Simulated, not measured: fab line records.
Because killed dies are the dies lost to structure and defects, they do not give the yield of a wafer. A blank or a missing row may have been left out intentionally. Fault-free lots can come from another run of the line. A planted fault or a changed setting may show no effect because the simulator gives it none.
Which tool did it? -- flow n5-finfet -- 11 lots (30 wafers sampled), 1 step of a 1938-step route

## WHAT THE GAUGES SHOWED, per wafer
N5_BEOL_M12_INSPECT_12: inspects for defects (macro).
lot,measured,on,raw-defect-count
L949,day 12 08:55,defect-inspect-01,4 3 1
L950,day 12 10:34,defect-inspect-01,4 0 2
L953,day 12 19:09,defect-inspect-02,1 2 2
L956,day 12 20:21,defect-inspect-02,3 1 1
L957,day 14 08:08,defect-inspect-01,1 0 1
L958,day 14 17:40,defect-inspect-02,3 2 1
L959,day 15 02:05,defect-inspect-02,2 2
L962,day 15 09:49,defect-inspect-01,4 4
L966,day 16 04:50,defect-inspect-01,1 1
L967,day 16 08:37,defect-inspect-01,1 5 1
L968,day 16 15:29,defect-inspect-01,3 1 2

## WHAT TOOL EACH LOT RAN ON (gives the tool, then ch and the chambers of the sampled wafers, and finally the start)
No process step before these readings appears in the record.

## THE ANSWER, worked out from the rows above alone
Rule: what is usual is taken from the lots themselves. The widest of any qualifying gaps counts: lots, ordered by their means at a reading, are off when they make up no more than a third of the lots, leave a main group of 4 or more, and stand apart from it by 3 or more times the standard deviation of that group's means. If all means in a main group match to the digits the tables above print for the reading, that group is not used. Also off: a lot with no number at a reading for which 4 or more lots have one. All remaining lots with rows at the step are treated as sound.
Nothing can be told from this: no lot is off at any reading shown.

## WHAT HAD BEEN PUT IN BY THE SIMULATOR
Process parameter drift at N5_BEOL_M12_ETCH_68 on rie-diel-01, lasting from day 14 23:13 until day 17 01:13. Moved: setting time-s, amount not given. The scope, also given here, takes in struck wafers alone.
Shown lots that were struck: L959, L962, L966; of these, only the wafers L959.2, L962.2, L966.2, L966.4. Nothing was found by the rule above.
